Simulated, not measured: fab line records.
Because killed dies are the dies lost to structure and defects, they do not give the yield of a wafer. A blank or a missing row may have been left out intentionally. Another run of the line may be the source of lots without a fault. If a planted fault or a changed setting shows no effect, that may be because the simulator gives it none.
Which tool did it? -- flow n5-finfet -- 6 lots, 16 wafers sampled, at 3 steps of a route of 1938

## WHAT THE GAUGES READ, wafer by wafer
N5_SDB_OVL_MEAS_12.
lot,measured,on,SDB_OVL (nm)
L997,day 4 13:20,overlay-01,0.3 0.8 0.2
L100,day 5 03:00,overlay-02,0.1 -0.1 -0.8
L102,day 5 15:28,overlay-02,1.0 0.1 1.0
L110,day 7 17:04,overlay-02,21.0 23.0 21.9
L112,day 8 08:09,overlay-02,-0.7 -0.6
L117,day 9 10:09,overlay-02,0.1 0.0

## WHICH TOOL RAN EACH LOT (tool, then ch and the chambers of the sampled wafers, then the start)
lot,N5_ILD0_CMP_03,N5_SDB_EXPOSE_08
L997,"cmp-04 ch 0,2, day 4 09:04","arfi-scanner-01 ch 0, day 4 13:11"
L100,"cmp-04 ch 1,2,3, day 4 22:43","arfi-scanner-02 ch 0, day 5 02:51"
L102,"cmp-04 ch 0,1, day 5 11:06","arfi-scanner-02 ch 0, day 5 15:19"
L110,"cmp-04 ch 0,1,3, day 7 12:43","arfi-scanner-01 ch 0, day 7 16:55"
L112,"cmp-04 ch 1,3, day 8 03:46","arfi-scanner-03 ch 0, day 8 07:59"
L117,"cmp-04 ch 0,1, day 9 05:51","arfi-scanner-02 ch 0, day 9 10:01"
- N5_ILD0_CMP_03: polishes, stops on SiNx, t overpolish 1.9 s, target thk 197.38 nm.
- N5_SDB_EXPOSE_08: exposes mask SDB.

## THE ANSWER, worked out from the rows above alone
Rule: usual is defined by the lots themselves. Put in order of their means at a reading, lots are off if they are a third of the lots or fewer, leave a main group of 4 or more, and stand apart from it by a gap of 3 or more times the standard deviation of the main group's means; of several such gaps the widest counts. Not used: any main group whose means are identical at the precision the tables above print for the reading. A lot without any number at a reading at which 4 lots or more have one is off too. Where the step has rows for the other lots, those lots are counted as sound.
Off: L110, seen at N5_SDB_OVL_MEAS_12 (SDB_OVL). The main group: mean 0.1 nm, standard deviation 0.48.
A tool fits if, at a process step before that reading, it ran every lot that is off, and no sound lot after the first of them. The gauges at N5_SDB_OVL_MEAS_12 are tried like those tools. One fits: N5_SDB_EXPOSE_08 on arfi-scanner-01. A fault onset in the window from L997 (day 4 13:11, its last sound lot) to L110 (day 7 16:55, its first lot off) fits.

## WHAT HAD BEEN PUT IN BY THE SIMULATOR
Scanner matching overlay: arfi-scanner-01, from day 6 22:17 on, at N5_SDB_EXPOSE_08. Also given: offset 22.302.
Lots struck among those shown: L110. Same finding as the rule above.
